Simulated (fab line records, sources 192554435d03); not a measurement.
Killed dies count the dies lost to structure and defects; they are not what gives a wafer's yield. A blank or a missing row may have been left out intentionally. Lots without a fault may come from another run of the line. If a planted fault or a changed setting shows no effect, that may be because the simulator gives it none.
fab line records	flow n5-finfet	part 1 of 2: steps 1 to 19 of 26
record: lots: 5	wafers: 15	last-day: 20
route steps=1938 shown GATE_CUT@481
lots that met no fault: taken from a fault-free run of the same line
start-h: start of the lot's first displayed wafer, in hours after the record's first day	wait-h: how many hours have passed since the lot's step before this one	" as in the row above	L1.1+2: a single row standing in for several wafers	- either no value or no given start	* or withheld: withheld	< > ~ a bound
route shown NAME@n: NAME is a module with steps in the file, n the number in the route of the first one	usual: mean/standard deviation of fault-free wafers	same: alike in all rows	chamber/n: place in a boat	sites: per-site readings	_std_site: the values' standard deviation	_edge_site: mean of outer sites minus mean of inner sites	radius-mm: how far each site lies from the wafer's centre	mask NAME#n: copy n	behind: the most recent tool/chamber to have shaped the wafer	hold: the reason the lot was held/the length of the hold in hours/how it ended	device: the n, p or np transistor that did not switch	end of line: at the end of the route, the tests of the same wafers	step lacking rows: just its recipe	killed: the dies lost at the first sort to structure and to defects; this is not the yield of the wafer	map: the dies of a wafer, with x for killed, . for not killed, _ for no die there
set.NAME: the run value of the setting; set.NAME@STEP: its run value at that earlier step	model.NAME: the simulator's own value behind a step, which no gauge read
lots seen at some steps along the route; tables by step, rows by wafer
services: the hour from which a tool's chamber was out of use, counted from the record's first day as start-h (under 0 if before that day), plus the number of hours and why
== steps ==
step: N5_GATE_CUT_COAT_07
recipe: resist: CAR-EUV	spin-rpm: 1500	resist-thk-nm: 30
lot.wafer	tool	chamber	start-h	wait-h
L077.1+4+6	litho-track-02	0	-	-
L079.1+2+3	litho-track-02	0	-	-
L084.2+3+6	litho-track-04	0	-	-
L088.1+3+4	litho-track-02	0	-	-
L090.1+2+5	litho-track-04	0	-	-
step: N5_GATE_CUT_EBR_09
recipe: solvent: PGMEA	ebr-width-mm: 1.5
lot.wafer	tool	chamber	start-h	wait-h
L077.1+4+6	litho-track-02	0	-	-
L079.1+2+3	litho-track-02	0	-	-
L084.2+3+6	litho-track-04	0	-	-
L088.1+3+4	litho-track-02	0	-	-
L090.1+2+5	litho-track-04	0	-	-
step: N5_GATE_CUT_SOFTBAKE_08
recipe: temp-c: 110	time-s: 60	resist: CAR-EUV
lot.wafer	tool	chamber	start-h	wait-h
L077.1+4+6	litho-track-02	0	-	-
L079.1+2+3	litho-track-02	0	-	-
L084.2+3+6	litho-track-04	0	-	-
L088.1+3+4	litho-track-02	0	-	-
L090.1+2+5	litho-track-04	0	-	-
step: N5_GATE_CUT_EXPOSE_10
recipe: mask-id: GATE_CUT	na: 0.33	source-shape: annular	sigma-inner: 0.35	sigma-outer: 0.8	polarization: unpolarized	target-cd-nm: 20	dose-mj: 43.25
lot.wafer	tool	chamber	start-h	wait-h	mask
L077.1+4+6	euv-scanner-02	0	99.55	-	GATE_CUT#0
L079.1+2+3	euv-scanner-02	0	115.25	-	GATE_CUT#0
L084.2+3+6	euv-scanner-02	0	144.71	-	GATE_CUT#0
L088.1+3+4	euv-scanner-02	0	165.44	-	GATE_CUT#0
L090.1+2+5	euv-scanner-02	0	180.49	-	GATE_CUT#0
step: N5_GATE_CUT_PEB_11
recipe: peb-temp-c: 100	peb-time-s: 60	resist: CAR-EUV
lot.wafer	tool	chamber	start-h	wait-h
L077.1+4+6	litho-track-04	0	99.61	0.1
L079.1+2+3	litho-track-02	0	115.32	0.1
L084.2+3+6	litho-track-04	0	144.77	0.1
L088.1+3+4	litho-track-04	0	165.51	0.1
L090.1+2+5	litho-track-05	0	180.56	0.1
step: N5_GATE_CUT_DEVELOP_12
recipe: develop-time-s: 30	developer: TMAH	resist: CAR-EUV	rinse-liquid: surfactant-rinse	dry: air-spin	dev-temp-c: 23
lot.wafer	tool	chamber	start-h	wait-h
L077.1+4+6	litho-track-04	0	-	-
L079.1+2+3	litho-track-02	0	-	-
L084.2+3+6	litho-track-04	0	-	-
L088.1+3+4	litho-track-04	0	-	-
L090.1+2+5	litho-track-05	0	-	-
step: N5_GATE_CUT_CD_MEAS_13
recipe: target-cd-nm: 20	landing-energy-ev: 500	detector: se-inlens
usual: cd-nm: 19.97/0.3
lot.wafer	tool	chamber	start-h	wait-h	cd-nm
L077.1	cd-sem-01	0	99.68	-	20.41
L077.4	"	0	"	"	20.22
L077.6	"	0	"	"	20.20
L079.1	cd-sem-01	0	115.38	-	19.71
L079.2	"	0	"	"	19.69
L079.3	"	0	"	"	19.98
L084.2	cd-sem-02	0	144.84	-	20.14
L084.3	"	0	"	"	19.87
L084.6	"	0	"	"	20.25
L088.1	cd-sem-03	0	165.58	-	19.83
L088.3	"	0	"	"	20.46
L088.4	"	0	"	"	19.73
L090.1	cd-sem-02	0	180.63	-	20.04
L090.2	"	0	"	"	19.58
L090.5	"	0	"	"	19.85
step: N5_GATE_CUT_OVL_MEAS_14
recipe: points-per-wafer: 522
usual: GATE_CUT_OVL: 0.4/0.71
lot.wafer	tool	chamber	start-h	wait-h	GATE_CUT_OVL[nm]
L077.1	overlay-02	0	99.71	0.0	0.6
L077.4	"	0	"	"	-0.1
L077.6	"	0	"	"	0.2
L079.1	overlay-02	0	115.41	0.0	-0.3
L079.2	"	0	"	"	1.6
L079.3	"	0	"	"	0.3
L084.2	overlay-02	0	144.88	0.0	0.7
L084.3	"	0	"	"	0.8
L084.6	"	0	"	"	0.9
L088.1	overlay-02	0	165.61	0.0	0.6
L088.3	"	0	"	"	0.7
L088.4	"	0	"	"	0.5
L090.1	overlay-02	0	180.66	0.0	1.2
L090.2	"	0	"	"	1.8
L090.5	"	0	"	"	1.5
step: N5_GATE_CUT_INSPECT_15
recipe: mode: adi	inspect-instrument: brightfield
usual: raw-defect-count: 134/46
lot.wafer	tool	chamber	start-h	wait-h	raw-defect-count
L077.1	defect-inspect-02	-	99.77	0.1	68
L077.4	"	-	"	"	71
L077.6	"	-	"	"	52
L079.1	defect-inspect-01	-	115.47	0.1	147
L079.2	"	-	"	"	147
L079.3	"	-	"	"	165
L084.2	defect-inspect-02	-	144.93	0.0	112
L084.3	"	-	"	"	111
L084.6	"	-	"	"	108
L088.1	defect-inspect-01	-	165.66	0.1	120
L088.3	"	-	"	"	112
L088.4	"	-	"	"	145
L090.1	defect-inspect-01	-	180.72	0.1	78
L090.2	"	-	"	"	87
L090.5	"	-	"	"	72
step: N5_GATE_CUT_DESCUM_18
recipe: chemistry: O2	time-s: 7	source-power-w: 50	bias-power-w: 20	pressure-mtorr: 20	rf-frequency-hz: 2.712e+07	temp-c: 40	resist: CAR-EUV	o2-flow-sccm: 225
usual: drypump-motor-current-A: 5.6/0.46	oes-product-au: 0.76/0.056	rf-vpp-V: 243.4/1.4	showerhead-plenum-p-Torr: 2.10/0.088	throttle-valve-pct: 20.45/0.22
lot.wafer	tool	chamber	start-h	wait-h	drypump-motor-current-A	oes-product-au	rf-hours-counter-h	rf-vpp-V	showerhead-plenum-p-Torr	throttle-valve-pct
L077.1	rie-diel-05	3	99.80	0.0	5.7	0.74	148	242.2	1.99	20.21
L077.4	"	1	"	"	5.6	0.74	179	245.2	2.14	20.32
L077.6	"	1	"	"	5.6	0.74	-	245.0	2.14	20.33
L079.1	rie-diel-06	2	115.51	0.0	5.6	0.73	195	242.3	2.06	20.28
L079.2	"	0	"	"	5.8	0.81	105	243.2	2.08	20.35
L079.3	"	1	"	"	5.6	0.85	56	244.9	2.22	20.15
L084.2	rie-diel-06	2	145.08	0.1	5.5	0.72	202	242.5	2.06	20.29
L084.3	"	3	"	"	6.1	0.67	249	243.5	2.14	20.67
L084.6	"	1	"	"	5.6	0.83	-	245.3	2.22	20.17
L088.1	rie-diel-05	3	165.70	0.0	5.8	0.73	162	241.5	1.99	20.21
L088.3	"	2	"	"	6.1	0.80	115	245.1	2.19	20.25
L088.4	"	1	"	"	5.6	0.72	192	241.9	2.13	20.32
L090.1	rie-diel-06	2	181.83	1.1	5.5	0.70	219	242.4	2.06	20.32
L090.2	"	1	"	"	5.5	0.80	80	243.6	2.21	20.20
L090.5	"	0	"	"	5.8	0.79	-	244.5	2.07	20.40
step: N5_GATE_CUT_ETCH_28
recipe: chemistry: N2/H2	target: underlayer	target-depth-a: 130	mask-material: CAR-EUV	time-s: 10.4	ion-energy-ev: 200	pressure-mtorr: 30	source-w: 840	bias-w: 150	n2-flow-sccm: 200	h2-flow-sccm: 200	ends: cleared
usual: drypump-motor-current-A: 5.6/0.47	etch-rf-on-time-s: 10.50/0.3	h2-flow-sccm: 200.0/0.64	oes-product-au: 0.65/0.042	rf-vpp-V: 524.3/3	showerhead-plenum-p-Torr: 2.56/0.11	throttle-valve-pct: 17.97/0.28
lot.wafer	tool	chamber	start-h	wait-h	drypump-motor-current-A	etch-rf-on-time-s	h2-flow-sccm	oes-product-au	rf-hours-counter-h	rf-vpp-V	showerhead-plenum-p-Torr	throttle-valve-pct
L077.1	rie-diel-05	3	99.84	0.0	5.8	10.23	200.7	0.65	148	521.4	2.44	17.76
L077.4	"	1	"	"	5.6	10.58	198.9	0.62	179	526.2	2.65	18.07
L077.6	"	1	"	"	5.6	10.52	198.9	0.63	-	527.4	2.65	18.08
L079.1	rie-diel-06	2	115.55	0.0	5.5	10.46	200.9	0.63	195	524.5	2.51	17.76
L079.2	"	0	"	"	5.8	10.49	199.1	0.68	105	522.5	2.58	18.12
L079.3	"	1	"	"	5.6	10.40	200.6	0.72	56	529.3	2.67	17.34
L084.2	rie-diel-06	2	145.11	0.0	5.5	10.66	200.7	0.61	202	524.1	2.51	17.76
L084.3	"	3	"	"	6.1	10.04	200.1	0.59	249	524.8	2.60	18.14
L084.6	"	1	"	"	5.6	10.54	199.7	0.72	-	527.2	2.67	17.38
L088.1	rie-diel-05	3	165.73	0.0	5.7	10.45	200.2	0.64	162	522.4	2.44	17.79
L088.3	"	2	"	"	6.1	10.13	200.4	0.68	115	527.4	2.69	18.00
L088.4	"	1	"	"	5.6	10.66	199.6	0.61	192	525.3	2.65	18.09
L090.1	rie-diel-06	2	181.86	0.0	5.5	10.70	200.2	0.61	219	523.2	2.50	17.81
L090.2	"	1	"	"	5.5	10.52	199.5	0.70	80	527.6	2.66	17.40
L090.5	"	0	"	"	5.8	10.79	199.6	0.65	-	523.7	2.57	18.16
step: N5_GATE_CUT_ETCH_36
recipe: chemistry: CF4	target: SiARC	target-depth-a: 130	mask-material: CAR-EUV	time-s: 21.7	ion-energy-ev: 80	pressure-mtorr: 40	source-w: 545	bias-w: 36	Ar_flow_sccm: 100	cf4-flow-sccm: 100	ends: cleared
usual: drypump-motor-current-A: 5.6/0.46	etch-rf-on-time-s: 22.0/0.59	oes-product-au: 0.65/0.043	rf-vpp-V: 184.1/1.4	showerhead-plenum-p-Torr: 2.15/0.086	throttle-valve-pct: 15.67/0.2
lot.wafer	tool	chamber	start-h	wait-h	drypump-motor-current-A	etch-rf-on-time-s	oes-product-au	rf-hours-counter-h	rf-vpp-V	showerhead-plenum-p-Torr	throttle-valve-pct
L077.1	rie-diel-05	3	99.86	0.0	5.7	21.4	0.65	148	180.7	2.05	15.49
L077.4	"	1	"	"	5.5	21.8	0.63	179	184.7	2.22	15.77
L077.6	"	1	"	"	5.6	21.9	0.62	-	184.0	2.22	15.77
L079.1	rie-diel-06	2	115.57	0.0	5.6	21.7	0.63	195	183.4	2.15	15.63
L079.2	"	0	"	"	5.8	22.0	0.68	105	184.9	2.15	15.72
L079.3	"	1	"	"	5.6	21.6	0.73	56	185.9	2.25	15.24
L084.2	rie-diel-06	2	145.13	0.0	5.5	22.4	0.61	202	184.0	2.14	15.64
L084.3	"	3	"	"	6.0	21.1	0.59	249	184.8	2.19	15.91
L084.6	"	1	"	"	5.6	22.1	0.72	-	185.4	2.24	15.24
L088.1	rie-diel-05	3	165.75	0.0	5.7	21.6	0.65	162	182.3	2.05	15.51
L088.3	"	2	"	"	6.2	21.1	0.69	115	186.0	2.26	15.52
L088.4	"	1	"	"	5.6	22.0	0.62	192	184.5	2.22	15.80
L090.1	rie-diel-06	2	181.88	0.0	5.6	22.1	0.61	219	183.3	2.14	15.68
L090.2	"	1	"	"	5.5	21.7	0.70	80	184.1	2.24	15.26
L090.5	"	0	"	"	5.8	22.6	0.66	-	184.0	2.14	15.78
step: N5_GATE_CUT_ETCH_37
recipe: chemistry: N2/H2	target: SOC	target-depth-a: 600	overetch-a: 120	mask-material: SiARC	temp-c: 40	time-s: 90	ion-energy-ev: 200	pressure-mtorr: 30	source-w: 840	bias-w: 150	n2-flow-sccm: 200	h2-flow-sccm: 200
usual: drypump-motor-current-A: 5.6/0.46	h2-flow-sccm: 200.0/0.58	oes-product-au: 0.68/0.047	rf-vpp-V: 524.3/2.9	showerhead-plenum-p-Torr: 2.56/0.11	throttle-valve-pct: 17.94/0.28
lot.wafer	tool	chamber	start-h	wait-h	drypump-motor-current-A	h2-flow-sccm	oes-product-au	rf-hours-counter-h	rf-vpp-V	showerhead-plenum-p-Torr	throttle-valve-pct
L077.1	rie-diel-05	3	99.88	0.0	5.8	199.1	0.69	148	520.4	2.44	17.74
L077.4	"	1	"	"	5.6	200.1	0.66	179	528.1	2.65	18.03
L077.6	"	1	"	"	5.6	199.6	0.66	-	526.6	2.65	18.06
L079.1	rie-diel-06	2	115.59	0.0	5.6	199.0	0.66	195	524.1	2.51	17.73
L079.2	"	0	"	"	5.8	199.9	0.71	105	525.6	2.58	18.09
L079.3	"	1	"	"	5.6	199.9	0.76	56	527.7	2.67	17.34
L084.2	rie-diel-06	2	145.16	0.0	5.6	199.7	0.66	202	522.8	2.51	17.73
L084.3	"	3	"	"	6.1	200.5	0.60	249	525.1	2.60	18.10
L084.6	"	1	"	"	5.6	200.9	0.76	-	528.7	2.67	17.34
L088.1	rie-diel-05	3	165.78	0.0	5.7	200.1	0.67	162	521.7	2.44	17.77
L088.3	"	2	"	"	6.2	199.5	0.70	115	528.4	2.69	17.98
L088.4	"	1	"	"	5.6	201.4	0.65	192	525.5	2.65	18.09
L090.1	rie-diel-06	2	181.91	0.0	5.6	199.8	0.65	219	522.4	2.50	17.76
L090.2	"	1	"	"	5.6	200.9	0.74	80	526.8	2.66	17.36
L090.5	"	0	"	"	5.8	200.8	0.70	-	523.6	2.57	18.13
step: N5_GATE_CUT_STRIP_38
recipe: chemistry: N2/H2	temp-c: 40	n2-flow-sccm: 200	h2-flow-sccm: 200	rf-frequency-hz: 6e+07
lot.wafer	tool	chamber	start-h	wait-h
L077.1+4+6	rie-diel-05	3,1,1	99.95	0.0
L079.1+2+3	rie-diel-06	2,0,1	115.65	0.0
L084.2+3+6	rie-diel-06	2,3,1	145.22	0.0
L088.1+3+4	rie-diel-05	3,2,1	165.84	0.0
L090.1+2+5	rie-diel-06	2,1,0	181.97	0.0
step: N5_GATE_CUT_STRIP_39
recipe: chemistry: N2/H2	temp-c: 40	n2-flow-sccm: 200	h2-flow-sccm: 200	rf-frequency-hz: 6e+07
lot.wafer	tool	chamber	start-h	wait-h
L077.1+4+6	rie-diel-05	3,1,1	99.96	0.0
L079.1+2+3	rie-diel-06	2,0,1	115.66	0.0
L084.2+3+6	rie-diel-06	2,3,1	145.23	0.0
L088.1+3+4	rie-diel-05	3,2,1	165.85	0.0
L090.1+2+5	rie-diel-06	2,1,0	181.98	0.0
step: N5_GATE_CUT_HM_OPEN_40
recipe: chemistry: C4F6/O2	target: SiO2	mask-material: SiARC	target-depth-a: 1390	time-s: 85.1	ion-energy-ev: 250	pressure-mtorr: 30	source-w: 345	bias-w: 185	Ar_flow_sccm: 300	C4F6_flow_sccm: 10	O2_flow_sccm: 10	ends: cleared
usual: C4F6_flow_sccm: 9.996/0.029	drypump-motor-current-A: 5.6/0.47	etch-rf-on-time-s: 95.0/2.2	oes-product-au: 0.69/0.046	rf-vpp-V: 676/19	showerhead-plenum-p-Torr: 2.85/0.12	throttle-valve-pct: 20.97/0.22
lot.wafer	tool	chamber	start-h	wait-h	C4F6_flow_sccm	drypump-motor-current-A	etch-rf-on-time-s	oes-product-au	rf-hours-counter-h	rf-vpp-V	showerhead-plenum-p-Torr	throttle-valve-pct
L077.1	rie-diel-05	3	99.97	0.0	10.025	5.7	96.2	0.68	148	669	2.73	20.77
L077.4	"	1	"	"	9.914	5.6	97.7	0.66	180	650	2.96	21.14
L077.6	"	1	"	"	9.975	5.6	97.7	0.65	-	649	2.96	21.15
L079.1	rie-diel-06	2	115.67	0.0	9.939	5.5	92.0	0.67	195	657	2.85	20.99
L079.2	"	0	"	"	10.001	5.8	94.3	0.72	105	683	2.86	21.09
L079.3	"	1	"	"	9.973	5.5	91.2	0.77	56	675	2.97	20.46
L084.2	rie-diel-06	2	145.24	0.0	9.997	5.5	94.8	0.66	202	657	2.85	21.00
L084.3	"	3	"	"	10.031	6.1	94.0	0.61	249	681	2.93	21.31
L084.6	"	1	"	"	9.951	5.5	98.7	0.75	-	674	2.97	20.47
L088.1	rie-diel-05	3	165.86	0.0	9.970	5.7	96.1	0.67	162	668	2.73	20.79
L088.3	"	2	"	"	10.041	6.1	92.6	0.72	115	658	3.00	20.90
L088.4	"	1	"	"	9.978	5.6	98.0	0.65	192	650	2.96	21.17
L090.1	rie-diel-06	2	181.99	0.0	10.022	5.5	96.7	0.64	219	655	2.84	21.01
L090.2	"	1	"	"	9.990	5.6	97.0	0.74	80	674	2.96	20.49
L090.5	"	0	"	"	9.946	5.8	96.8	0.69	-	683	2.85	21.12
step: N5_GATE_CUT_STRIP_41
recipe: chemistry: CF4	resist: SiARC	power-w: 300	bias-power-w: 75	pressure-mtorr: 50	cf4-flow-sccm: 150	rf-frequency-hz: 6e+07
usual: drypump-motor-current-A: 5.6/0.46	oes-product-au: 0.177/0.012	rf-vpp-V: 271.3/1.6	showerhead-plenum-p-Torr: 1.80/0.07	throttle-valve-pct: 13.66/0.2
lot.wafer	tool	chamber	start-h	wait-h	drypump-motor-current-A	oes-product-au	rf-hours-counter-h	rf-vpp-V	showerhead-plenum-p-Torr	throttle-valve-pct
L077.1	rie-diel-05	3	100.03	0.0	5.7	0.179	148	270.8	1.72	13.46
L077.4	"	1	"	"	5.6	0.174	180	273.5	1.85	13.73
L077.6	"	1	"	"	5.6	0.169	-	273.9	1.85	13.72
L079.1	rie-diel-06	2	115.74	0.0	5.6	0.171	195	271.0	1.80	13.60
L079.2	"	0	"	"	5.8	0.187	105	271.4	1.80	13.69
L079.3	"	1	"	"	5.5	0.196	56	274.1	1.89	13.21
L084.2	rie-diel-06	2	145.30	0.0	5.5	0.169	202	272.3	1.80	13.60
L084.3	"	3	"	"	6.0	0.154	249	272.6	1.82	13.86
L084.6	"	1	"	"	5.5	0.198	-	271.7	1.89	13.26
L088.1	rie-diel-05	3	165.92	0.0	5.8	0.174	162	269.1	1.71	13.48
L088.3	"	2	"	"	6.1	0.179	115	273.2	1.89	13.47
L088.4	"	1	"	"	5.6	0.167	192	271.8	1.85	13.75
L090.1	rie-diel-06	2	182.05	0.0	5.5	0.164	219	269.6	1.79	13.65
L090.2	"	1	"	"	5.6	0.191	80	273.6	1.88	13.29
L090.5	"	0	"	"	5.8	0.187	-	270.9	1.79	13.75
step: N5_GATE_CUT_STRIP_42
recipe: chemistry: O2	power-w: 400	temp-c: 40	pressure-mtorr: 30	rf-frequency-hz: 6e+07	bias-power-w: 0	overash-fraction: 0.3	o2-flow-sccm: 225
usual: drypump-motor-current-A: 5.6/0.46	oes-product-au: 0.76/0.056	rf-vpp-V: 3.6/0.45	showerhead-plenum-p-Torr: 2.10/0.088	throttle-valve-pct: 16.71/0.21
lot.wafer	tool	chamber	start-h	wait-h	drypump-motor-current-A	oes-product-au	rf-hours-counter-h	rf-vpp-V	showerhead-plenum-p-Torr	throttle-valve-pct
L077.1	rie-diel-05	3	100.05	0.0	5.7	0.74	148	3.3	2.00	16.48
L077.4	"	1	"	"	5.5	0.73	180	4.4	2.14	16.64
L077.6	"	1	"	"	5.6	0.73	-	3.3	2.14	16.64
L079.1	rie-diel-06	2	115.76	0.0	5.5	0.73	195	3.6	2.07	16.54
L079.2	"	0	"	"	5.8	0.81	106	3.8	2.08	16.65
L079.3	"	1	"	"	5.6	0.84	56	2.6	2.22	16.37
L084.2	rie-diel-06	2	145.32	0.0	5.6	0.73	202	3.0	2.07	16.56
L084.3	"	3	"	"	6.0	0.67	249	3.4	2.14	16.94
L084.6	"	1	"	"	5.5	0.83	-	3.5	2.22	16.38
L088.1	rie-diel-05	3	165.94	0.0	5.7	0.72	162	4.9	1.99	16.52
L088.3	"	2	"	"	6.1	0.79	115	4.1	2.20	16.49
L088.4	"	1	"	"	5.6	0.72	192	3.6	2.14	16.69
L090.1	rie-diel-06	2	182.07	0.0	5.5	0.71	219	3.5	2.06	16.59
L090.2	"	1	"	"	5.5	0.81	80	4.2	2.21	16.40
L090.5	"	0	"	"	5.8	0.78	-	3.5	2.07	16.71
step: N5_GATE_CUT_ETCH_19
recipe: chemistry: CH3F/O2	target: SiNx	mask-material: SiO2	target-depth-a: 537	time-s: 76.7	pressure-mtorr: 30	source-w: 395	bias-w: 73	Ar_flow_sccm: 150	CH3F_flow_sccm: 30	O2_flow_sccm: 20	ion-energy-ev: 120	ends: cleared
usual: drypump-motor-current-A: 5.6/0.46	etch-rf-on-time-s: 77.5/1.4	oes-product-au: 0.65/0.044	rf-vpp-V: 302/8.5	showerhead-plenum-p-Torr: 2.01/0.085	throttle-valve-pct: 16.40/0.21
lot.wafer	tool	chamber	start-h	wait-h	drypump-motor-current-A	etch-rf-on-time-s	oes-product-au	rf-hours-counter-h	rf-vpp-V	showerhead-plenum-p-Torr	throttle-valve-pct
L077.1	rie-diel-05	3	100.09	0.0	5.7	76.1	0.65	149	298	1.91	16.21
L077.4	"	1	"	"	5.6	78.4	0.62	180	289	2.08	16.53
L077.6	"	1	"	"	5.6	77.4	0.63	-	291	2.08	16.54
L079.1	rie-diel-06	2	115.80	0.0	5.6	76.8	0.63	195	292	2.00	16.35
L079.2	"	0	"	"	5.8	78.2	0.68	106	306	2.01	16.48
L079.3	"	1	"	"	5.5	78.4	0.73	56	300	2.09	15.91
L084.2	rie-diel-06	2	145.36	0.0	5.6	78.8	0.61	202	293	2.00	16.37
L084.3	"	3	"	"	6.1	76.0	0.58	249	304	2.06	16.72
L084.6	"	1	"	"	5.5	78.7	0.72	-	302	2.09	15.92
L088.1	rie-diel-05	3	165.98	0.0	5.7	77.8	0.64	162	298	1.91	16.26
L088.3	"	2	"	"	6.1	75.2	0.68	115	293	2.11	16.28
L088.4	"	1	"	"	5.5	78.4	0.61	192	289	2.08	16.54
L090.1	rie-diel-06	2	182.11	0.0	5.6	79.3	0.60	219	291	1.99	16.41
L090.2	"	1	"	"	5.5	77.8	0.70	80	302	2.09	15.95
L090.5	"	0	"	"	5.8	77.7	0.67	-	304	2.00	16.55
